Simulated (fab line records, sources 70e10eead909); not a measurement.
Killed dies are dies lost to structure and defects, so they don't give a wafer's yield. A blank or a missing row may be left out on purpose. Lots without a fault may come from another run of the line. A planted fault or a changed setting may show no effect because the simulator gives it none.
Which tool did it? | flow nand_harc | 22 lots, 66 wafers sampled, at 6 steps of a route of 1302

WHAT THE GAUGES READ, wafer by wafer
The record holds no reading of a measuring or inspecting step that can be judged against a usual standard deviation.

WHICH TOOL RAN EACH LOT (tool, then ch and the chambers of the sampled wafers, then the start)
lot  | NHARC_A_CHANNEL_HOLE_D2_ETCH_44    | NHARC_A_CHANNEL_HOLE_D2_STRIP_28              | NHARC_A_CHANNEL_FILL_D2_ALD_14   | NHARC_A_CHANNEL_FILL_D2_STRIP_29              | NHARC_A_CHANNEL_FILL_D2_RTA_24   | NHARC_A_STAIRCASE_ETCH_13
L074 | rie_diel-09 ch 0,1, day 13 07:24   | rie_diel-09 ch 0,1, day 13 15:40 or earlier   | ald_hk-04 ch 0,1,2, day 13 15:40 | rie_diel-11 ch 2,3, day 15 00:16              | rtp_anneal-02 ch 0, day 15 06:19 | rie_diel-01 ch 0,3, no start
L075 | rie_diel-08 ch 0,1, day 13 22:26   | rie_diel-08 ch 0,1,2, day 14 06:41 or earlier | ald_hk-03 ch 0,3, day 14 06:41   | rie_diel-06 ch 0,2,3, day 16 01:04 or earlier | rtp_anneal-01 ch 0, day 16 01:04 | rie_diel-03 ch 0,3, no start
L076 | rie_diel-04 ch 0,1, day 14 10:52   | rie_diel-04 ch 1,3, day 14 19:07 or earlier   | ald_hk-01 ch 0,3, day 14 19:07   | rie_diel-11 ch 0,3, day 16 11:45 or earlier   | rtp_anneal-02 ch 0, day 16 11:45 | rie_diel-07 ch 0,3, no start
L077 | rie_diel-08 ch 0,3, day 15 03:21   | rie_diel-08 ch 0,1,2, day 15 11:31 or earlier | ald_hk-01 ch 0,1,3, day 15 11:31 | rie_diel-12 ch 0,1, day 17 06:05 or earlier   | rtp_anneal-02 ch 0, day 17 06:05 | rie_diel-03 ch 0,1,3, no start
L078 | rie_diel-08 ch 1,2, day 15 10:18   | rie_diel-08 ch 0,1,2, day 15 18:34 or earlier | ald_hk-01 ch 0,1,3, day 15 18:34 | rie_diel-11 ch 1,2, day 17 12:10 or earlier   | rtp_anneal-02 ch 0, day 17 12:10 | rie_diel-07 ch 0,1,3, no start
L080 | rie_diel-08 ch 0,1,2, day 15 18:52 | rie_diel-08 ch 0,2, day 16 03:06 or earlier   | ald_hk-01 ch 1,3, day 16 03:06   | rie_diel-06 ch 0,1,2, day 17 21:22 or earlier | rtp_anneal-02 ch 0, day 17 21:22 | rie_diel-01 ch 0,2, no start
L079 | rie_diel-09 ch 2,3, day 16 00:25   | rie_diel-09 ch 1,2, day 16 08:44 or earlier   | ald_hk-04 ch 1,3, day 16 08:44   | rie_diel-06 ch 0,3, day 18 02:26 or earlier   | rtp_anneal-02 ch 0, day 18 02:26 | rie_diel-01 ch 0,1,3, no start
L081 | rie_diel-09 ch 1,3, day 16 09:57   | rie_diel-09 ch 1,3, day 16 18:12 or earlier   | ald_hk-04 ch 2,3, day 16 18:12   | rie_diel-11 ch 1,2, day 18 12:11              | rtp_anneal-02 ch 0, day 18 18:20 | rie_diel-03 ch 1,2,3, no start
L082 | rie_diel-04 ch 2,3, day 17 00:59   | rie_diel-04 ch 1,2,3, day 17 09:14 or earlier | ald_hk-04 ch 0,2,3, day 17 09:14 | rie_diel-06 ch 0,1, day 19 01:53 or earlier   | rtp_anneal-01 ch 0, day 19 01:53 | rie_diel-03 ch 1,2,3, no start
L085 | rie_diel-08 ch 1,2, day 18 03:23   | rie_diel-08 ch 1,2, day 18 11:37 or earlier   | ald_hk-04 ch 1,2, day 18 11:37   | rie_diel-11 ch 0,3, day 20 04:12 or earlier   | rtp_anneal-02 ch 0, day 20 04:12 | rie_diel-07 ch 0,2,3, no start
L084 | rie_diel-08 ch 0,1, day 18 06:23   | rie_diel-08 ch 0,1,2, day 18 15:32 or earlier | ald_hk-04 ch 1,3, day 18 15:32   | rie_diel-06 ch 1,2, day 20 09:47 or earlier   | rtp_anneal-01 ch 0, day 20 09:47 | rie_diel-07 ch 1,2, no start
L086 | rie_diel-04 ch 0,2,3, day 18 10:59 | rie_diel-04 ch 0,2, day 18 19:39 or earlier   | ald_hk-03 ch 1,2,3, day 18 19:39 | rie_diel-06 ch 1,2,3, day 20 14:07 or earlier | rtp_anneal-02 ch 0, day 20 14:07 | rie_diel-03 ch 0,2, no start
L087 | rie_diel-08 ch 0,1, day 19 01:48   | rie_diel-08 ch 0,1,3, day 19 10:01 or earlier | ald_hk-01 ch 1,2,3, day 19 10:01 | rie_diel-06 ch 1,3, day 21 02:43 or earlier   | rtp_anneal-01 ch 0, day 21 02:43 | rie_diel-01 ch 0,1,2, no start
L088 | rie_diel-04 ch 1,2,3, day 19 02:30 | rie_diel-04 ch 1,2,3, day 19 10:14 or earlier | ald_hk-01 ch 0,3, day 19 10:14   | rie_diel-11 ch 0,1, day 20 20:50              | rtp_anneal-02 ch 0, day 21 02:45 | rie_diel-07 ch 1,2, no start
L090 | rie_diel-08 ch 0,2,3, day 19 22:12 | rie_diel-08 ch 1,3, day 20 06:29 or earlier   | ald_hk-03 ch 0,1,2, day 20 06:29 | rie_diel-06 ch 0,3, day 21 23:11 or earlier   | rtp_anneal-01 ch 0, day 21 23:11 | rie_diel-07 ch 1,2,3, no start
L091 | rie_diel-08 ch 2,3, day 20 02:52   | rie_diel-08 ch 1,2,3, day 20 11:05 or earlier | ald_hk-01 ch 2,3, day 20 11:05   | rie_diel-06 ch 1,3, day 22 10:10 or earlier   | rtp_anneal-01 ch 0, day 22 10:10 | rie_diel-01 ch 2,3, no start
L093 | rie_diel-08 ch 0,1, day 21 05:01   | rie_diel-08 ch 0,1,3, day 21 13:43 or earlier | ald_hk-04 ch 0,2,3, day 21 13:43 | rie_diel-11 ch 1,3, day 23 06:17 or earlier   | rtp_anneal-02 ch 0, day 23 06:17 | rie_diel-07 ch 0,2, no start
L092 | rie_diel-08 ch 0,2, day 21 06:50   | rie_diel-08 ch 0,1, day 21 13:43 or earlier   | ald_hk-01 ch 1,2, day 21 13:43   | rie_diel-06 ch 0,1,3, day 23 06:08 or earlier | rtp_anneal-01 ch 0, day 23 06:08 | rie_diel-03 ch 1,3, no start
L094 | rie_diel-04 ch 0,1,3, day 21 19:24 | rie_diel-04 ch 0,1,3, day 22 03:38 or earlier | ald_hk-03 ch 0,1,3, day 22 03:38 | rie_diel-11 ch 1,2,3, day 23 19:57 or earlier | rtp_anneal-01 ch 0, day 23 19:57 | rie_diel-07 ch 1,2,3, no start
L095 | rie_diel-08 ch 1,2,3, day 22 02:56 | rie_diel-08 ch 0,2,3, day 22 11:10 or earlier | ald_hk-04 ch 2,3, day 22 11:10   | rie_diel-06 ch 1,2,3, day 24 03:56 or earlier | rtp_anneal-01 ch 0, day 24 03:56 | rie_diel-03 ch 0,1, no start
L096 | rie_diel-08 ch 0,3, day 22 18:26   | rie_diel-08 ch 0,1,3, day 23 03:28 or earlier | ald_hk-04 ch 1,2, day 23 03:28   | rie_diel-11 ch 0,2,3, day 24 21:26            | rtp_anneal-02 ch 0, day 25 03:28 | rie_diel-03 ch 0,1,3, no start
L097 | rie_diel-08 ch 0,1,3, day 23 08:02 | rie_diel-08 ch 0,1, day 23 15:55 or earlier   | ald_hk-03 ch 0,1,2, day 23 15:55 | rie_diel-11 ch 0,1,3, day 25 14:11 or earlier | rtp_anneal-02 ch 0, day 25 14:11 | rie_diel-01 ch 1,2, no start
- NHARC_A_CHANNEL_HOLE_D2_ETCH_44: etches the open film in CF4/O2, target depth 140 nm, overetch 14 nm, time 77 s.
- NHARC_A_CHANNEL_HOLE_D2_STRIP_28: strips in O2.
- NHARC_A_CHANNEL_FILL_D2_ALD_14: deposits SiO2, target thk 2.5 nm, pulse time 10 s, ald cycles 25.
- NHARC_A_CHANNEL_FILL_D2_STRIP_29: strips in O2, time 20 s.
- NHARC_A_CHANNEL_FILL_D2_RTA_24: time 5 s.
- NHARC_A_STAIRCASE_ETCH_13: etches the open film in C4F8/O2, target depth 100 nm, time 40.5 s.

WHAT THE TOOLS THEMSELVES READ (means of the sampled wafers that have a number; where no wafer has one, the mark that the record gives instead)
NHARC_A_CHANNEL_HOLE_D2_ETCH_44. Usual: bias_w 100.0 W, standard deviation 0.31; drypump_motor_current_A 5.5 A, standard deviation 0.42; oes_ar_750_au 1.001 a.u., standard deviation 0.0046; oes_product_au 1.004 a.u., standard deviation 0.015; rf_vpp_V 197.4 V, standard deviation 1.2; showerhead_plenum_p_Torr 1.32 Torr, standard deviation 0.046; throttle_valve_pct 13.398 %, standard deviation 0.01.
lot  | tool        | bias_w (W) | drypump_motor_current_A (A) | oes_ar_750_au (a.u.) | oes_product_au (a.u.) | rf_vpp_V (V) | showerhead_plenum_p_Torr (Torr) | throttle_valve_pct (%) | flag
L074 | rie_diel-09 | 99.8       | 5.7                         | 0.999                | 0.993                 | 197.0        | 1.27                            | 13.400                 |
L075 | rie_diel-08 | 100.1      | 5.2                         | 1.000                | 1.017                 | 198.0        | 1.31                            | 13.398                 |
L076 | rie_diel-04 | 100.1      | 5.9                         | 1.000                | 1.007                 | 196.9        | 1.32                            | 13.404                 |
L077 | rie_diel-08 | 99.7       | 5.6                         | 1.002                | 1.006                 | 196.4        | 1.33                            | 13.402                 |
L078 | rie_diel-08 | 100.4      | 5.2                         | 1.001                | 1.017                 | 197.3        | 1.30                            | 13.397                 |
L080 | rie_diel-08 | 100.2      | 5.4                         | 0.996                | 1.007                 | 197.6        | 1.29                            | 13.390                 |
L079 | rie_diel-09 | 99.6       | 6.2                         | 1.001                | 0.995                 | 197.9        | 1.34                            | 13.382                 |
L081 | rie_diel-09 | 100.0      | 6.5                         | 1.000                | 0.994                 | 197.1        | 1.32                            | 13.398                 |
L082 | rie_diel-04 | 99.9       | 5.3                         | 1.002                | 0.994                 | 197.5        | 1.34                            | 13.401                 |
L085 | rie_diel-08 | 100.1      | 5.2                         | 0.999                | 1.005                 | 197.0        | 1.30                            | 13.393                 |
L084 | rie_diel-08 | 99.8       | 5.2                         | 1.000                | 0.994                 | 197.6        | 1.31                            | 13.400                 |
L086 | rie_diel-04 | 99.7       | 5.7                         | 0.996                | 0.994                 | 198.4        | 1.36                            | 13.415                 |
L087 | rie_diel-08 | 100.0      | 5.2                         | 1.000                | 1.001                 | 197.0        | 1.30                            | 13.402                 |
L088 | rie_diel-04 | 99.9       | 5.5                         | 1.001                | 0.986                 | 198.3        | 1.33                            | 13.399                 |
L090 | rie_diel-08 | 99.9       | 5.6                         | 0.998                | 1.003                 | 197.3        | 1.31                            | 13.401                 |
L091 | rie_diel-08 | 99.8       | 5.6                         | 1.001                | 1.013                 | 197.4        | 1.30                            | 13.399                 |
L093 | rie_diel-08 | 99.8       | 5.4                         | 1.004                | 0.996                 | 197.3        | 1.30                            | 13.400                 |
L092 | rie_diel-08 | 99.9       | 5.6                         | 0.999                | 1.002                 | 197.2        | 1.28                            | 13.393                 |
L094 | rie_diel-04 | 99.9       | 5.6                         | 0.996                | 0.988                 | 198.2        | 1.33                            | 13.400                 |
L095 | rie_diel-08 | 100.2      | 5.4                         | 1.001                | 1.023                 | 197.3        | 1.32                            | 13.398                 |
L096 | rie_diel-08 | 100.0      | 5.6                         | 1.001                | 0.992                 | 197.9        | 1.32                            | 13.396                 |
L097 | rie_diel-08 | 100.0      | 5.4                         | 1.002                | 1.004                 | 197.6        | 1.33                            | 13.395                 |

NHARC_A_CHANNEL_HOLE_D2_STRIP_28. Usual: drypump_motor_current_A 5.6 A, standard deviation 0.41; oes_product_au 1.005 a.u., standard deviation 0.013; rf_vpp_V 57.6 V, standard deviation 0.9; showerhead_plenum_p_Torr 3.49 Torr, standard deviation 0.12; throttle_valve_pct 17.037 %, standard deviation 0.0091.
lot  | tool        | drypump_motor_current_A (A) | oes_product_au (a.u.) | rf_vpp_V (V) | showerhead_plenum_p_Torr (Torr) | throttle_valve_pct (%) | flag
L074 | rie_diel-09 | 5.7                         | 0.993                 | 56.6         | 3.37                            | 17.039                 |
L075 | rie_diel-08 | 5.4                         | 1.010                 | 57.7         | 3.42                            | 17.039                 |
L076 | rie_diel-04 | 5.3                         | 0.991                 | 57.6         | 3.48                            | 17.040                 |
L077 | rie_diel-08 | 5.4                         | 1.017                 | 57.9         | 3.42                            | 17.029                 |
L078 | rie_diel-08 | 5.4                         | 1.010                 | 57.7         | 3.42                            | 17.028                 |
L080 | rie_diel-08 | 5.6                         | 1.005                 | 57.1         | 3.40                            | 17.039                 |
L079 | rie_diel-09 | 5.5                         | 1.005                 | 56.8         | 3.34                            | 17.036                 |
L081 | rie_diel-09 | 6.5                         | 1.001                 | 57.0         | 3.48                            | 17.039                 |
L082 | rie_diel-04 | 5.5                         | 1.008                 | 57.5         | 3.53                            | 17.041                 |
L085 | rie_diel-08 | 5.3                         | 1.009                 | 57.2         | 3.39                            | 17.035                 |
L084 | rie_diel-08 | 5.4                         | 1.005                 | 57.3         | 3.41                            | 17.038                 |
L086 | rie_diel-04 | 6.0                         | 1.006                 | 57.7         | 3.64                            | 17.044                 |
L087 | rie_diel-08 | 5.4                         | 1.000                 | 58.1         | 3.53                            | 17.034                 |
L088 | rie_diel-04 | 5.5                         | 1.003                 | 57.7         | 3.53                            | 17.037                 |
L090 | rie_diel-08 | 5.5                         | 1.008                 | 57.9         | 3.61                            | 17.045                 |
L091 | rie_diel-08 | 5.4                         | 1.011                 | 57.9         | 3.50                            | 17.034                 |
L093 | rie_diel-08 | 5.4                         | 1.005                 | 57.8         | 3.53                            | 17.038                 |
L092 | rie_diel-08 | 5.4                         | 1.006                 | 58.0         | 3.44                            | 17.036                 |
L094 | rie_diel-04 | 5.7                         | 0.995                 | 57.8         | 3.51                            | 17.036                 |
L095 | rie_diel-08 | 5.6                         | 1.007                 | 57.6         | 3.48                            | 17.038                 |
L096 | rie_diel-08 | 5.4                         | 1.004                 | 57.0         | 3.52                            | 17.033                 |
L097 | rie_diel-08 | 5.2                         | 0.998                 | 57.2         | 3.45                            | 17.033                 |

NHARC_A_CHANNEL_FILL_D2_ALD_14. Usual: heater_power_w 456 W, standard deviation 53; precursor_pulse_height_rel 1.003, standard deviation 0.018.
lot  | tool      | heater_power_w (W) | precursor_pulse_height_rel | flag
L074 | ald_hk-04 | 474                | 1.008                      |
L075 | ald_hk-03 | 481                | 1.015                      |
L076 | ald_hk-01 | 369                | 1.001                      |
L077 | ald_hk-01 | 388                | 0.976                      |
L078 | ald_hk-01 | 397                | 1.014                      |
L080 | ald_hk-01 | 372                | 1.000                      |
L079 | ald_hk-04 | 464                | 0.999                      |
L081 | ald_hk-04 | 459                | 1.008                      |
L082 | ald_hk-04 | 479                | 1.006                      |
L085 | ald_hk-04 | 454                | 1.016                      |
L084 | ald_hk-04 | 472                | 0.991                      |
L086 | ald_hk-03 | 480                | 0.995                      |
L087 | ald_hk-01 | 415                | 0.997                      |
L088 | ald_hk-01 | 386                | 1.032                      |
L090 | ald_hk-03 | 485                | 0.997                      |
L091 | ald_hk-01 | 385                | 0.991                      |
L093 | ald_hk-04 | 491                | 1.006                      |
L092 | ald_hk-01 | 447                | 0.995                      |
L094 | ald_hk-03 | 457                | 0.976                      |
L095 | ald_hk-04 | 461                | 0.993                      |
L096 | ald_hk-04 | 453                | 1.008                      |
L097 | ald_hk-03 | 477                | 1.016                      |

NHARC_A_CHANNEL_FILL_D2_STRIP_29. Usual: drypump_motor_current_A 5.7 A, standard deviation 0.43; oes_product_au 0.997 a.u., standard deviation 0.012; rf_vpp_V 57.7 V, standard deviation 0.91; showerhead_plenum_p_Torr 3.48 Torr, standard deviation 0.17; throttle_valve_pct 17.036 %, standard deviation 0.0086.
lot  | tool        | drypump_motor_current_A (A) | oes_product_au (a.u.) | rf_vpp_V (V) | showerhead_plenum_p_Torr (Torr) | throttle_valve_pct (%) | flag
L074 | rie_diel-11 | 5.9                         | 0.999                 | 58.9         | 3.41                            | 17.038                 |
L075 | rie_diel-06 | 5.6                         | 1.006                 | 57.3         | 3.45                            | 17.033                 |
L076 | rie_diel-11 | 5.9                         | 1.002                 | 57.0         | 3.44                            | 17.033                 |
L077 | rie_diel-12 | 5.5                         | 0.997                 | 57.9         | 3.69                            | 17.037                 |
L078 | rie_diel-11 | 5.6                         | 0.994                 | 58.0         | 3.48                            | 17.035                 |
L080 | rie_diel-06 | 5.4                         | 1.002                 | 58.1         | 3.38                            | 17.040                 |
L079 | rie_diel-06 | 5.6                         | 1.021                 | 57.3         | 3.59                            | 17.032                 |
L081 | rie_diel-11 | 5.6                         | 0.999                 | 58.4         | 3.48                            | 17.034                 |
L082 | rie_diel-06 | 5.3                         | 0.996                 | 57.2         | 3.45                            | 17.030                 |
L085 | rie_diel-11 | 5.9                         | 0.995                 | 57.3         | 3.44                            | 17.032                 |
L084 | rie_diel-06 | 5.4                         | 0.998                 | 57.2         | 3.38                            | 17.045                 |
L086 | rie_diel-06 | 5.4                         | 0.996                 | 58.0         | 3.52                            | 17.029                 |
L087 | rie_diel-06 | 5.4                         | 0.994                 | 58.0         | 3.66                            | 17.039                 |
L088 | rie_diel-11 | 6.2                         | 0.998                 | 58.0         | 3.65                            | 17.037                 |
L090 | rie_diel-06 | 5.6                         | 1.010                 | 57.8         | 3.45                            | 17.025                 |
L091 | rie_diel-06 | 5.4                         | 1.005                 | 57.4         | 3.66                            | 17.038                 |
L093 | rie_diel-11 | 6.3                         | 0.991                 | 57.5         | 3.54                            | 17.034                 |
L092 | rie_diel-06 | 5.4                         | 1.000                 | 57.9         | 3.52                            | 17.039                 |
L094 | rie_diel-11 | 6.0                         | 0.987                 | 57.4         | 3.51                            | 17.035                 |
L095 | rie_diel-06 | 5.5                         | 1.004                 | 57.9         | 3.52                            | 17.036                 |
L096 | rie_diel-11 | 5.7                         | 0.993                 | 57.9         | 3.40                            | 17.028                 |
L097 | rie_diel-11 | 6.1                         | 0.987                 | 57.9         | 3.54                            | 17.040                 |

NHARC_A_CHANNEL_FILL_D2_RTA_24. Usual: lamp_power_pct 34.6 %, standard deviation 2.8; lamp_zone_4_pct 34.6 %, standard deviation 2.8; lamp_zone_6_pct 34.5 %, standard deviation 2.8; wafer_temp_C_max 1006.1, standard deviation 1.4.
lot  | tool          | lamp_power_pct (%) | lamp_zone_4_pct (%) | lamp_zone_6_pct (%) | wafer_temp_C_max | flag
L074 | rtp_anneal-02 | 36.7               | 36.7                | 36.6                | 1006.7           |
L075 | rtp_anneal-01 | 31.0               | 31.0                | 30.9                | 1008.3           |
L076 | rtp_anneal-02 | 36.7               | 36.7                | 36.6                | 1006.0           |
L077 | rtp_anneal-02 | 36.7               | 36.8                | 36.6                | 1006.0           |
L078 | rtp_anneal-02 | 36.7               | 36.7                | 36.6                | 1004.8           |
L080 | rtp_anneal-02 | 36.7               | 36.7                | 36.6                | 1006.1           |
L079 | rtp_anneal-02 | 36.7               | 36.7                | 36.6                | 1005.7           |
L081 | rtp_anneal-02 | 36.8               | 36.7                | 36.7                | 1005.5           |
L082 | rtp_anneal-01 | 31.0               | 31.0                | 30.9                | 1008.1           |
L085 | rtp_anneal-02 | 36.7               | 36.7                | 36.7                | 1005.5           |
L084 | rtp_anneal-01 | 31.0               | 31.0                | 30.9                | 1006.8           |
L086 | rtp_anneal-02 | 36.7               | 36.7                | 36.6                | 1005.7           |
L087 | rtp_anneal-01 | 31.0               | 31.0                | 31.0                | 1006.6           |
L088 | rtp_anneal-02 | 36.7               | 36.7                | 36.7                | 1004.8           |
L090 | rtp_anneal-01 | 31.0               | 31.0                | 31.0                | 1007.3           |
L091 | rtp_anneal-01 | 31.0               | 31.0                | 30.9                | 1006.9           |
L093 | rtp_anneal-02 | 36.7               | 36.7                | 36.7                | 1004.9           |
L092 | rtp_anneal-01 | 31.0               | 31.0                | 30.9                | 1006.9           |
L094 | rtp_anneal-01 | 31.0               | 31.0                | 30.9                | 1008.4           |
L095 | rtp_anneal-01 | 31.0               | 31.0                | 30.9                | 1007.1           |
L096 | rtp_anneal-02 | 36.7               | 36.8                | 36.7                | 1004.9           |
L097 | rtp_anneal-02 | 36.7               | 36.7                | 36.6                | 1005.5           |

NHARC_A_STAIRCASE_ETCH_13. Usual: bias_w 1000.0 W, standard deviation 2.7; oes_product_au 0.944 a.u., standard deviation 0.014; rf_vpp_V 896 V, standard deviation 6.3.
lot  | tool        | bias_w (W) | oes_product_au (a.u.) | rf_vpp_V (V) | flag
L074 | rie_diel-01 | 1000.8     | 0.948                 | 900          |
L075 | rie_diel-03 | 1000.3     | 0.936                 | 894          |
L076 | rie_diel-07 | 1001.9     | 0.951                 | 904          |
L077 | rie_diel-03 | 1000.8     | 0.950                 | 896          |
L078 | rie_diel-07 | 1000.0     | 0.949                 | 899          |
L080 | rie_diel-01 | 997.5      | 0.944                 | 893          |
L079 | rie_diel-01 | 997.7      | 0.953                 | 896          |
L081 | rie_diel-03 | 999.5      | 0.957                 | 894          |
L082 | rie_diel-03 | 1000.8     | 0.935                 | 894          |
L085 | rie_diel-07 | 997.4      | 0.944                 | 902          |
L084 | rie_diel-07 | 997.5      | 0.961                 | 895          |
L086 | rie_diel-03 | 1004.2     | 0.928                 | 902          |
L087 | rie_diel-01 | 1000.5     | 0.942                 | 895          |
L088 | rie_diel-07 | 1000.0     | 0.932                 | 896          |
L090 | rie_diel-07 | 1000.1     | 0.936                 | 896          |
L091 | rie_diel-01 | 1000.7     | 0.959                 | 888          |
L093 | rie_diel-07 | 999.0      | 0.941                 | 901          |
L092 | rie_diel-03 | 997.6      | 0.959                 | 896          |
L094 | rie_diel-07 | 998.6      | 0.960                 | 896          |
L095 | rie_diel-03 | 1003.7     | 0.942                 | 895          |
L096 | rie_diel-03 | 1000.7     | 0.964                 | 895          |
L097 | rie_diel-01 | 1001.3     | 0.924                 | 902          |

THE ANSWER, worked out from the rows above alone
Rule: a lot is off if the mean of its wafers that have a number lies more than 3 standard deviations from the usual mean. A lot without any number at a reading at which 4 lots or more have one is off too. The other lots that the step has rows for count as sound. The gauges are gone through in route order, then the tools' own readings, and for those a lot's mean is taken as printed above. The first step at which some lot is off is used, and at that step the reading that is off furthest; a lot without a number counts as furthest.
No lot is off at any reading shown: from this, nothing can be told.

WHAT THE SIMULATOR HAD PUT IN
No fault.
